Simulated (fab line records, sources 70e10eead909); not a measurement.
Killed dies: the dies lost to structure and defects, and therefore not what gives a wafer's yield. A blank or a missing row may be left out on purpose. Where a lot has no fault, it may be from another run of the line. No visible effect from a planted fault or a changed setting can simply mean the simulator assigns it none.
Matching of chambers	flow nandHarc	rieDiel-04 running NHARC_A_STAIRCASE_DESCUM_291: 4 sister chambers
The step chemistry O2, time 3 s. 4 wafers are shown with their chamber, then 12 later ones without.

== EACH WAFER AND ITS CHAMBER ==
wafer	chamber	showerheadPlenumPTorr (Torr)
L086.1	2	1.78
L086.5	3	1.86
L086.3	1	1.76
L086.6	0	2.03

== WAFERS WITH NO CHAMBER GIVEN ==
wafer	showerheadPlenumPTorr (Torr)
L087.3	1.76
L087.5	1.78
L087.6	1.76
L087.1	1.86
L087.2	2.03
L087.4	1.78
L096.1	2.07
L096.2	1.85
L096.5	1.78
L097.2	1.85
L097.3	2.07
L097.4	2.02

== CHAMBER TAKEN BY EACH ==
wafer	from the rows above	in truth
L087.3	can't be placed: 1 or 2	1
L087.5	can't be placed: 2 or 1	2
L087.6	can't be placed: 1 or 2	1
L087.1	3	3
L087.2	0	0
L087.4	can't be placed: 2 or 1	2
L096.1	0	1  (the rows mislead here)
L096.2	3	3
L096.5	can't be placed: 2 or 1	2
L097.2	3	3
L097.3	0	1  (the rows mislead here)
L097.4	0	0
Correct placement for 5 of the 12. Unplaceable from these rows: 5, with the true chamber sitting among the candidates in 5. Placed wrongly: 2.
How it was worked out, from the rows above alone: a wafer's distance from a chamber is the root of the sum, over the readings, of the square of ((its reading less the chamber's mean) divided by the reading's scatter). The wafer belongs to the nearest chamber; if the next one is less than 2 further off, it can't be placed. The mean given for a chamber averages the wafers shown for that chamber. The scatter (one wafer shown for each chamber): square how far every hidden wafer sits from the nearest shown wafer, average those squares and take the square root.
